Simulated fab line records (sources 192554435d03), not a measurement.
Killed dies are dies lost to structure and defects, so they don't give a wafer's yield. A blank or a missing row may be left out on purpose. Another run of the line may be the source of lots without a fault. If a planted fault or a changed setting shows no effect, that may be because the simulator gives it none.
Chamber matching    flow n5Finfet    N5_SPACER0_ALD_08 on aldSin-04: 4 sister chambers
The step deposits SiNx, target thk 2 nm. 4 wafers are shown with their chamber, then 7 later ones without.

== WAFERS PAIRED WITH THEIR CHAMBERS ==
wafer   chamber  heaterPowerW (W)
L079.5  0        892
L088.1  2        887
L089.1  1        705
L089.4  3        740

== WAFERS WITHOUT THEIR CHAMBER ==
wafer   heaterPowerW (W)
L089.6  887
L090.1  903
L090.4  722
L090.6  707
L092.2  901
L092.4  886
L092.6  785

== WHICH CHAMBER EACH WENT THROUGH ==
wafer   from the rows above      in truth
L089.6  can't be placed: 2 or 0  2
L090.1  can't be placed: 0 or 2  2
L090.4  can't be placed: 1 or 3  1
L090.6  can't be placed: 1 or 3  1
L092.2  can't be placed: 0 or 2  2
L092.4  can't be placed: 2 or 0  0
L092.6  can't be placed: 3 or 1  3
0 of 7 placed correctly. These rows do not allow placing 7 (true chamber among the candidates in 7). 0 placed wrongly.
How it was worked out, from the rows above alone: a wafer's distance from a chamber is the root of the sum, over the readings, of the square of ((its reading less the chamber's mean) divided by the reading's scatter). The wafer belongs to the nearest chamber; if the next one is less than 2 further off, it can't be placed. A chamber's mean is the mean of its shown wafers. The scatter: root of mean squared gap, hidden wafer to nearest shown wafer, with one shown wafer a chamber.
